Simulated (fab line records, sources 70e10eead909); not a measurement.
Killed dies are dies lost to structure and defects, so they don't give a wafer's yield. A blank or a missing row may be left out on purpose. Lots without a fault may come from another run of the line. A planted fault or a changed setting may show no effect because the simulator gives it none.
A struck lot beside a sound one | flow nand_harc | 40 steps out of a route of 1159
Sound: wafers L443.1, L443.2, L443.3. Struck: wafers L449.1, L449.5, L449.6. The cause comes at the end.
At each step with rows: each side's tool, then ch and its chambers, then its first start. Under that, the readings that differ: sound wafers | struck wafers | difference of the means | sigmas: that difference in standard deviations of wafers without a fault.
alike: readings whose means differ by less than 2 such deviations, and words and numbers that are the same on both sides. not compared: withheld readings, readings that some wafer has no value for, bounds like >300 that may hide the same value, and numbers for which the record gives no deviation and whose values overlap.
The two part at a step that has a row with sigmas, a row that says differs or no value, or rows on one side only. Numbers that don't overlap but have no deviation are shown without sigmas and don't part them. A reading that every wafer of one side lacks parts them only if that side has two wafers or more.

NHARC_A_BONDPAD_THK_MEAS_20: measures by xrf.
  sound on film_metro-02, day 18 10:26; struck on film_metro-01, day 19 21:28
  alike: thk_nm
then, 1 step without rows for these wafers: NHARC_A_BONDPAD_SRD_21 (time 30 s, dry time 20 s).
NHARC_A_BONDPAD_INSPECT_23:
  sound on defect_inspect-01, day 18 10:38; struck on defect_inspect-01, day 19 21:41
  alike: raw_defect_count
NHARC_HYBRID_BOND_ACTIVATE_00: chemistry N2, time 60 s.
  sound on rie_diel-09 ch 1,2,3, day 18 10:43; struck on rie_diel-09 ch 0,1,2, day 19 21:47
  alike: drypump_motor_current_A, mfc_ar_sccm, oes_product_au, rf_vpp_V, showerhead_plenum_p_Torr
  not compared: rf_hours_counter_h
then, 4 steps without rows for these wafers: NHARC_HYBRID_BOND_PRECLEAN_01 (cleans in DIW, time 300 s); NHARC_HYBRID_BOND_SRD_02 (time 30 s, dry time 20 s); NHARC_HYBRID_BOND_BOND_03; NHARC_HYBRID_BOND_ANNEAL_04 (time 7200 s).
NHARC_HYBRID_BOND_OVL_MEAS_05:
  sound on overlay-02, day 18 21:36; struck on overlay-01, day 20 08:08
  alike: overlay_x_nm, overlay_y_nm
NHARC_HYBRID_BOND_INSPECT_06: inspects for defects (ir void).
  sound on defect_inspect-02, day 18 21:41; struck on defect_inspect-01, day 20 08:11
  alike: raw_defect_count
NHARC_THIN_TSV_GRIND_00:
  sound on grinder-01 ch 0, day 19 00:12; struck on grinder-01 ch 0, day 20 08:20
  alike: motor_current_A
NHARC_THIN_TSV_CMP_01: polishes.
  sound on cmp-03 ch 0,1,2, day 19 01:28; struck on cmp-04 ch 0,1, day 20 09:34
  alike: motor_current_A, retaining_ring_pressure_frac
then, 12 steps without rows for these wafers: NHARC_THIN_TSV_SRD_03; NHARC_THIN_TSV_PRECLEAN_41 (cleans in SC1); NHARC_THIN_TSV_SRD_42; NHARC_THIN_TSV_DEP_43 (deposits SiO2, target thk 1328.5 nm); NHARC_THIN_TSV_DEHYDRATE_04 (time 120 s); NHARC_THIN_TSV_HMDS_05 (time 30 s); NHARC_THIN_TSV_COAT_06; NHARC_THIN_TSV_SOFTBAKE_07 (time 95 s); NHARC_THIN_TSV_EBR_08; NHARC_THIN_TSV_EXPOSE_09 (exposes mask TSV); NHARC_THIN_TSV_PEB_10 (peb time 85 s); NHARC_THIN_TSV_DEVELOP_11 (time 70 s).
NHARC_THIN_TSV_CD_MEAS_12: target cd 1000 nm.
  sound on cd_sem-01 ch 0, day 19 02:47; struck on cd_sem-03 ch 0, day 20 10:46
  alike: cd_nm
then, 4 steps without rows for these wafers: NHARC_THIN_TSV_HARDBAKE_13 (time 80 s); NHARC_THIN_TSV_DESCUM_14 (chemistry O2, time 3 s); NHARC_THIN_TSV_ETCH_44 (etches the open film in CF4/O2, target depth 1594.2 nm, time 797.1 s); NHARC_THIN_TSV_ETCH_15 (target depth 3000 nm, bosch target overetch cycles 2, bosch etch step 2.8 s).
NHARC_THIN_TSV_CD_MEAS_16:
  sound on cd_sem-01, day 19 03:46; struck on cd_sem-02, day 20 11:45
  alike: cd_nm
NHARC_THIN_TSV_STRIP_45: strips in O2.
  sound on plasma_asher-01 ch 0,1, day 19 03:50; struck on plasma_asher-02 ch 0,1, day 20 11:52
  alike: drypump_motor_current_A, heater_power_w
  not compared: rf_hours_counter_h
then, 4 steps without rows for these wafers: NHARC_THIN_TSV_STRIP_46 (strips in post etch residue remover, time 1200 s); NHARC_THIN_TSV_DEP_47 (deposits SiO2, target thk 200 nm); NHARC_THIN_TSV_ETCHBACK_48 (etches the open film in C4F8/Ar, target depth 1028.5 nm, time 405.17 s); NHARC_THIN_TSV_STRIP_62 (strips in N2/H2, time 20 s).
NHARC_THIN_TSV_DEGAS_49: time 120 s.
  sound on pvd_sputter-02, day 19 05:35; struck on pvd_sputter-01, day 20 13:34
  alike: heater_power_w, susceptor_temp_C
NHARC_THIN_TSV_PRE_CLEAN_50: time 30 s.
  sound on pvd_sputter-02; struck on pvd_sputter-01
  alike: heater_power_w, susceptor_temp_C
then, 2 steps without rows for these wafers: NHARC_THIN_TSV_PVD_19 (deposits TaN, target thk 20 nm); NHARC_THIN_TSV_PVD_51 (deposits Cu, target thk 100 nm).
NHARC_END_SORT_01:
  the record has rows for the struck wafers here (prober-02 ch 0, day 21 08:11) and none for the sound ones

WHERE THEY PART
Only at NHARC_END_SORT_01, within this record.

WHY: what the simulator had put in
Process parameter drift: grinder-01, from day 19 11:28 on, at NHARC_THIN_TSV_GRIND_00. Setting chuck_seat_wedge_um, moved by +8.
